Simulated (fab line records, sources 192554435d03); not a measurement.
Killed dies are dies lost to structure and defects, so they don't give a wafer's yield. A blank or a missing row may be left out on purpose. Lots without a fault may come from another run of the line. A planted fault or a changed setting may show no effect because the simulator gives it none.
Which tool did it? | flow n5_finfet | 8 lots, 24 wafers sampled, at 7 steps of a route of 1938

WHAT THE GAUGES READ, wafer by wafer
N5_BEOL_M2_INSPECT_59: inspects for defects (darkfield).
lot  | measured     | on                | raw_defect_count
L156 | day 6 22:55  | defect_inspect-01 | 52 54 50
L157 | day 7 02:46  | defect_inspect-02 | 62 60 59
L159 | day 7 11:20  | defect_inspect-02 | 60 57 45
L158 | day 7 11:41  | defect_inspect-02 | 77 48 87
L166 | day 9 13:42  | defect_inspect-02 | 335 339 387
L168 | day 9 20:18  | defect_inspect-01 | 312 285 321
L174 | day 11 19:41 | defect_inspect-01 | 77 60 49
L179 | day 12 15:53 | defect_inspect-02 | 79 72 104

N5_BEOL_M3_INSPECT_13: inspects for defects (brightfield).
lot  | measured     | on                | raw_defect_count
L156 | day 7 00:16  | defect_inspect-01 | 275 359 327
L157 | day 7 04:14  | defect_inspect-01 | 440 454 449
L159 | day 7 14:17  | defect_inspect-02 | 387 426 333
L158 | day 7 14:35  | defect_inspect-01 | 464 328 347
L166 | day 9 15:55  | defect_inspect-01 | 537 687 646
L168 | day 9 22:14  | defect_inspect-01 | 550 594 587
L174 | day 11 21:28 | defect_inspect-02 | 276 258 295
L179 | day 12 18:18 | defect_inspect-02 | 403 319 394

N5_BEOL_M4_RC_MEAS_101.
lot  | measured     | on        | DIBL_N (mV/V)  | DIBL_P (mV/V)  | IOFF_N (nA/um) | IOFF_P (nA/um) | ION_N (uA/um) | ION_P (uA/um) | SS_N (mV/dec)  | SS_P (mV/dec)  | VT_N (mV)   | VT_P (mV)
L156 | day 7 14:53  | prober-01 | 34.6 39.5 40.4 | 32.9 37.6 38.7 | 0.13 0.21 0.24 | 0.15 0.21 0.22 | 677 667 674   | 457 451 450   | 71.2 72.4 72.4 | 72.6 74.0 73.6 | 251 249 247 | -253 -253 -254
L157 | day 7 22:00  | prober-02 | 33.5 36.9 35.6 | 34.2 39.3 37.0 | 0.13 0.18 0.17 | 0.17 0.26 0.23 | 640 683 674   | 445 475 460   | 71.0 71.3 71.7 | 72.6 73.9 73.7 | 253 251 250 | -250 -248 -248
L159 | day 8 07:02  | prober-01 | 38.2 34.5 37.9 | 40.1 34.8 39.2 | 0.21 0.14 0.23 | 0.22 0.16 0.23 | 699 670 703   | 462 454 472   | 72.3 70.7 72.0 | 73.7 73.0 73.6 | 245 252 246 | -251 -253 -250
L158 | day 8 09:48  | prober-02 | 35.8 37.0 36.4 | 33.7 36.1 35.2 | 0.13 0.14 0.14 | 0.16 0.19 0.18 | 652 650 658   | 444 448 447   | 71.7 72.7 72.3 | 73.2 73.2 72.8 | 256 258 253 | -257 -255 -256
L166 | day 10 13:55 | prober-01 | 36.7 37.1 39.9 | 36.7 37.2 41.2 | 0.16 0.16 0.23 | 0.19 0.21 0.28 | 673 669 689   | 456 458 467   | 71.1 71.2 72.2 | 73.2 73.7 74.4 | 248 249 243 | -253 -250 -248
L168 | day 10 19:25 | prober-02 | 36.0 38.7 38.1 | 35.3 39.5 38.7 | 0.16 0.22 0.21 | 0.18 0.26 0.25 | 662 697 681   | 443 474 458   | 71.3 72.4 71.9 | 72.8 75.4 74.5 | 249 243 244 | -253 -246 -249
L174 | day 12 16:10 | prober-02 | 34.0 36.2 34.6 | 33.7 35.2 33.4 | 0.13 0.15 0.14 | 0.19 0.20 0.17 | 664 652 659   | 458 452 455   | 70.4 71.9 71.2 | 73.1 73.1 73.2 | 252 252 250 | -252 -254 -253
L179 | day 13 16:32 | prober-01 | 37.5 37.0 37.4 | 38.1 37.6 38.8 | 0.20 0.18 0.21 | 0.27 0.27 0.29 | 678 678 691   | 460 468 465   | 72.5 71.6 72.0 | 73.3 73.6 72.6 | 244 248 245 | -244 -244 -242

WHICH TOOL RAN EACH LOT (tool, then ch and the chambers of the sampled wafers, then the start)
lot  | N5_BEOL_M2_ANNEAL_89         | N5_BEOL_M2_SPUTTER_94        | N5_BEOL_M2_CMP_52             | N5_BEOL_M2_PRE_CLEAN_60
L156 | pvd_sputter-03, day 6 21:03  | pvd_sputter-03, day 6 21:38  | cmp-02 ch 0,2,3, day 6 22:20  | cvd_co-01 ch 1,2, day 6 22:40
L157 | pvd_sputter-02, day 7 00:52  | pvd_sputter-02, day 7 01:26  | cmp-02 ch 0,2,3, day 7 02:14  | cvd_co-01 ch 1,2, day 7 02:29
L159 | pvd_sputter-02, day 7 09:26  | pvd_sputter-02, day 7 10:01  | cmp-02 ch 0,2,3, day 7 10:46  | cvd_co-02 ch 1,2, day 7 11:04
L158 | pvd_sputter-03, day 7 09:38  | pvd_sputter-03, day 7 10:13  | cmp-03 ch 0,1, day 7 10:56    | cvd_co-02 ch 0,2, day 7 11:24
L166 | pvd_sputter-03, day 9 11:49  | pvd_sputter-03, day 9 12:23  | cmp-02 ch 1,3, day 9 13:07    | cvd_co-02 ch 0,2, day 9 13:27
L168 | pvd_sputter-03, day 9 18:26  | pvd_sputter-03, day 9 19:01  | cmp-01 ch 1,2,3, day 9 19:48  | cvd_co-02 ch 0,1,2, day 9 20:04
L174 | pvd_sputter-03, day 11 16:40 | pvd_sputter-03, day 11 17:14 | cmp-02 ch 0,1, day 11 18:55   | cvd_co-01 ch 0,1,2, day 11 19:26
L179 | pvd_sputter-01, day 12 13:58 | pvd_sputter-01, day 12 14:33 | cmp-03 ch 0,2,3, day 12 15:19 | cvd_co-01 ch 1,2, day 12 15:38
- N5_BEOL_M2_ANNEAL_89: time 240 s.
- N5_BEOL_M2_SPUTTER_94: material Cu, target thk 4.5 nm, time 8.29 s.
- N5_BEOL_M2_CMP_52: polishes, stops on SiOC, t overpolish 6.8 s, target thk 40 nm.
- N5_BEOL_M2_PRE_CLEAN_60: time 15 s.

WHAT THE TOOLS THEMSELVES READ (means of the sampled wafers that have a number; where no wafer has one, the mark that the record gives instead)
N5_BEOL_M2_ANNEAL_89.
lot  | tool           | heater_power_w (W) | susceptor_temp_C (C)
L156 | pvd_sputter-03 | 773                | 399.77
L157 | pvd_sputter-02 | 822                | 400.19
L159 | pvd_sputter-02 | 843                | 400.09
L158 | pvd_sputter-03 | 783                | 399.94
L166 | pvd_sputter-03 | 747                | 399.96
L168 | pvd_sputter-03 | 782                | 400.08
L174 | pvd_sputter-03 | 767                | 399.91
L179 | pvd_sputter-01 | 887                | 400.02

N5_BEOL_M2_SPUTTER_94.
lot  | tool           | substrate_temp_c (C) | susceptor_temp_C (C) | throttle_valve_pct (%)
L156 | pvd_sputter-03 | -19.94               | -19.94               | 28.9
L157 | pvd_sputter-02 | -19.91               | -19.96               | 30.7
L159 | pvd_sputter-02 | -19.97               | -19.93               | 30.8
L158 | pvd_sputter-03 | -19.92               | -20.04               | 29.7
L166 | pvd_sputter-03 | -20.01               | -20.05               | 30.2
L168 | pvd_sputter-03 | -20.00               | -19.99               | 29.4
L174 | pvd_sputter-03 | -20.04               | -20.02               | 30.0
L179 | pvd_sputter-01 | -20.01               | -19.99               | 29.9

N5_BEOL_M2_CMP_52.
lot  | tool   | barrier_field_endpoint_s (s) | motor_current_A (A) | overpolish_run_s (s) | retaining_ring_pressure_frac | time_to_endpoint_s (s)
L156 | cmp-02 | 24.9                         | 6.2                 | 6.795                | 1.000                        | 58
L157 | cmp-02 | 24.8                         | 6.2                 | 6.799                | 0.999                        | 60
L159 | cmp-02 | 24.9                         | 6.1                 | 6.790                | 1.001                        | 62
L158 | cmp-03 | 25.4                         | 6.5                 | 6.803                | 1.000                        | 64
L166 | cmp-02 | 25.2                         | 6.3                 | 6.795                | 1.004                        | 64
L168 | cmp-01 | 25.4                         | 6.1                 | 6.806                | 1.001                        | 63
L174 | cmp-02 | 24.5                         | 6.2                 | 6.799                | 1.002                        | 65
L179 | cmp-03 | 23.9                         | 5.8                 | 6.801                | 0.999                        | 58

N5_BEOL_M2_PRE_CLEAN_60.
lot  | tool      | heater_power_w (W)
L156 | cvd_co-01 | 75
L157 | cvd_co-01 | 69
L159 | cvd_co-02 | 87
L158 | cvd_co-02 | 71
L166 | cvd_co-02 | 74
L168 | cvd_co-02 | 80
L174 | cvd_co-01 | 74
L179 | cvd_co-01 | 74

THE ANSWER, worked out from the rows above alone
Rule: what is usual is taken from the lots themselves. Put in order of their means at a reading, lots are off if they are a third of the lots or fewer, leave a main group of 4 or more, and stand apart from it by a gap of 3 or more times the standard deviation of the main group's means; of several such gaps the widest counts. A main group whose means are all the same, to the digits that the tables above print for the reading, isn't used. A lot without any number at a reading at which 4 lots or more have one is off too. The other lots that the step has rows for count as sound. The gauges are gone through in route order, then the tools' own readings, and for those a lot's mean is taken as printed above. The first step at which some lot is off is used, and at that step the reading that is off furthest; a lot without a number counts as furthest.
Off: L166, L168, at N5_BEOL_M2_INSPECT_59 (raw_defect_count). The main group: mean 64, standard deviation 11.
A tool fits if, at a process step before that reading, it ran every lot that is off, and no sound lot after the first of them. The gauges at N5_BEOL_M2_INSPECT_59 are tried like those tools. One fits: cvd_co-02 at N5_BEOL_M2_PRE_CLEAN_60. Its last sound lot is L158 (day 7 11:24), its first lot that is off L166 (day 9 13:27): a fault that began between those two fits.

WHAT THE SIMULATOR HAD PUT IN
Chamber particle source: cvd_co-02, from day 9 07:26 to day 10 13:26, at N5_BEOL_M2_PRE_CLEAN_60. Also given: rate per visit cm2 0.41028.
Lots struck among those shown: L166, L168. The rule above found the same.
